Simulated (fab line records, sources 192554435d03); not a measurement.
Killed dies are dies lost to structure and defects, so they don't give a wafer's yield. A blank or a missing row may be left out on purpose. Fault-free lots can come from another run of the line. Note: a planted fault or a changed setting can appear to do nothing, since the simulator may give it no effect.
2 desks, one fault | flow n5Finfet | only its own numbers are on each desk; what lay behind them is given at the end

== TOOL OWNER'S DESK, lithoTrack-03 ==
The tool's own readings at N5_MOL_CONTACT_COAG_COAT_76 (time 60 s, resist thk 10 nm): means of the sampled wafers that have a number, for each lot that ran on this tool. A lot is out of limits, marked OUT, if its mean lies more than 4 standard deviations from the usual mean; the brackets give that distance.
Columns: A = heaterPowerTotalW at N5_MOL_CONTACT_COAG_COAT_76, usual 427.5 W; B = spinSpeedRpm at N5_MOL_CONTACT_COAG_COAT_76, usual 1500.0 rpm
lot  | first seen here | A     | B
L330 | day 6 08:59     | 428.1 | 1499.9
L334 | day 7 10:15     | 426.8 | 1500.4
L337 | day 8 04:16     | 427.5 | 1499.1
L338 | day 8 09:30     | 428.2 | 1226.0 (-99 or more) OUT
L340 | day 8 16:50     | 427.4 | 1226.5 (-99 or more) OUT
This desk's verdict: out of limits on L338, L340, starting with L338 at day 8 09:30 (spinSpeedRpm at N5_MOL_CONTACT_COAG_COAT_76). L330, L334, L337 stayed within limits.

== THE METROLOGY DESK ==
Means of the sampled wafers that have a number, per lot and without regard to the tool the lot ran on: this is what the gauges read. A lot is out of limits, marked OUT, if its mean lies more than 4 standard deviations from the usual mean; the brackets give that distance.
Columns: A = VG_OVL at N5_MOL_CONTACT_COAG_OVL_MEAS_85, usual 0.0 nm
lot  | first seen here | A
L325 | day 5 00:11     | 0.2
L330 | day 6 09:17     | 0.6
L332 | day 6 17:19     | 1.0
L334 | day 7 10:34     | 0.8
L337 | day 8 04:34     | 0.5
L338 | day 8 09:56     | 0.0
L340 | day 8 17:09     | 0.0
L344 | day 9 17:26     | -0.1
L345 | day 10 07:48    | 0.7
L347 | day 10 21:26    | -0.7
L348 | day 10 23:41    | -0.5
This desk's verdict: no lot among the 11 shows anything out of limits.

== BROUGHT TOGETHER ==
The tool owner's desk could have raised an alarm at day 8 09:30, on L338, L340.
Nothing out of limits was seen by the metrology desk.
The metrology desk holds a record of L338, L340, inside its limits.
N5_MOL_CONTACT_COAG_COAT_76 was run on lithoTrack-03 by each of the lots named.

== WHAT THE SIMULATOR PUT IN ==
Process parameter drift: lithoTrack-03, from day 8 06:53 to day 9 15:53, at N5_MOL_CONTACT_COAG_COAT_76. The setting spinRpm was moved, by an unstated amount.
Shown lots that were struck: L338, L340.
Each desk's first reading out of limits, in hours after the fault started: the tool owner's desk, 3.
